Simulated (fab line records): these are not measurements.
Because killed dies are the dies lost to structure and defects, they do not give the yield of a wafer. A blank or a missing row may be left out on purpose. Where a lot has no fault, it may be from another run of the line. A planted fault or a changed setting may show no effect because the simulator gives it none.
Split-lot experiment    flow n5Finfet    21 wafers read across 7 lots, on a route 1938 steps long

== SPLIT DETAILS ==
At N5_BEOL_M1_PECVD_72 (deposits SiO2 from TEOS/O2, target thk 16 nm, time 18 s), the setting timeS was moved away from the recipe's 18 s on 9 of the 21 wafers read, by -13.3% to +14.6%. This setting was run at the recipe's value on the other wafers.

== FROM THE SPLIT TO THE READING: what the file shows between them, 4 steps ==
- N5_BEOL_M1_TRENCH_ETCH_37: etches SiOC in C4F6/O2, target depth 55.207 nm, time 29 s (also split here: timeS)
- N5_BEOL_M1_ETCH_41: etches SiCN in CH3F/O2, target depth 31.9 nm, time 57.8 s
- N5_BEOL_M1_STRIP_97: strips in N2/H2, time 10 s
- N5_BEOL_M1_OCD_MEAS_38

== THE READING ==
SiO2_of_BEOL_M1_PECVD_72.thkNm (the simulator's own value, which no gauge read), in nm, at N5_BEOL_M1_HM_STRIP_39 (strips TiN in peroxide tin strip, target depth 25 nm, time 158 s). There is no usual value for it anywhere in the file. The 12 wafers here that ran the recipe average 15.9 nm, standard deviation 0.26 nm.

wafer   tool, chamber at the split  timeS as run, s  against the recipe  SiO2_of_BEOL_M1_PECVD_72.thkNm, nm  against lot-mates on the recipe
L078.3  pecvd-01, 2                 18               recipe              16                                  -
L078.5  pecvd-01, 1                 20.63            +14.6%              18.4                                +2.4
L078.6  pecvd-01, 2                 20.63            +14.6%              18.6                                +2.6
L081.1  pecvd-02, 0                 18               recipe              16                                  -
L081.2  pecvd-02, 2                 18               recipe              15.6                                -
L081.4  pecvd-02, 0                 18               recipe              16.2                                -
L084.1  pecvd-01, 1                 18               recipe              16                                  -
L084.3  pecvd-01, 0                 16.48            -8.4%               14.6                                -1.4
L084.5  pecvd-01, 0                 16.48            -8.4%               14.8                                -1.2
L083.2  pecvd-01, 2,1               18               recipe              16                                  -
L083.5  pecvd-01, 2                 18               recipe              16.2                                -
L083.6  pecvd-01, 2,1               18               recipe              16.2                                -
L082.1  pecvd-03, 0                 18               recipe              15.6                                -
L082.3  pecvd-03, 2                 19.82            +10.1%              17                                  +1.5
L082.6  pecvd-03, 1                 18               recipe              15.4                                -
L096.2  pecvd-01, 1                 18               recipe              16                                  -
L096.3  pecvd-01, 2,0               15.6             -13.3%              14                                  -2.0
L096.6  pecvd-01, 2,0               15.6             -13.3%              13.8                                -2.2
L097.2  pecvd-02, 2                 19.72            +9.6%               16.8                                +1.2
L097.3  pecvd-02, 1                 18               recipe              15.6                                -
L097.4  pecvd-02, 2                 19.72            +9.6%               17.2                                +1.6
If several chambers appear in one row, that row covers several wafers at once and the file leaves open which wafer was in which chamber.

THE FIT
A straight line over all 21 wafers: SiO2_of_BEOL_M1_PECVD_72.thkNm changes by +0.15 nm for each +1% of timeS; r = +0.97; the points scatter about the line by 0.3 nm.
The same after taking each lot's own level away (the mean of its wafers on the recipe; 21 wafers): +0.159 nm for each +1%; r = +0.99; scatter 0.16 nm.
According to that fit, moving timeS by its largest amount changes the reading by 2.3 nm.
Measured against the standard deviation above, the lots' own levels, which go from 15.50 to 16.13 nm, span 2.4 times it.
So the lot-to-lot level changes the slope little: the two slopes agree.
Check: +2.32 nm against its lot-mates is what the line predicts for one of the wafers moved furthest among these (+14.6%) when that wafer is left out of the fit. It came out at +2.4 nm against them.

== FURTHER SPLITS ON THESE WAFERS ==
Before the reading, these wafers also passed through other splits. Each is held against what the fit with the lots' levels taken away leaves over:
other split on the same wafers   wafers away from the commonest value  r with SiO2_of_BEOL_M1_PECVD_72.thkNm (lot level and that fit taken away)
N5_BEOL_M0_ETCH_109 biasW        6                                     +0.14
N5_BEOL_M1_ILD_DEP_00 timeS      5                                     -0.08
N5_BEOL_M1_TRENCH_ETCH_37 timeS  7                                     +0.21

== THE WHOLE CHAIN: every reading that the file lists as answering this split, in the file's order ==
step                    what it does                                                      reading                                                                          change (the file's fit)                r (the file's)
N5_BEOL_M1_PECVD_72     deposits SiO2 from TEOS/O2, target thk 16 nm, time 18 s           SiO2_of_BEOL_M1_PECVD_72.thkNm (the simulator's own value, which no gauge read)  +0.155 nm for each +1% of the setting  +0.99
N5_BEOL_M1_HM_STRIP_39  strips TiN in peroxide tin strip, target depth 25 nm, time 158 s  SiO2_of_BEOL_M1_PECVD_72.thkNm (the simulator's own value, which no gauge read)  +0.159 nm for each +1% of the setting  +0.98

== THE FILE'S OWN FIT ==
SiO2_of_BEOL_M1_PECVD_72.thkNm changes by +0.159 nm for each +1% of timeS, r = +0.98.
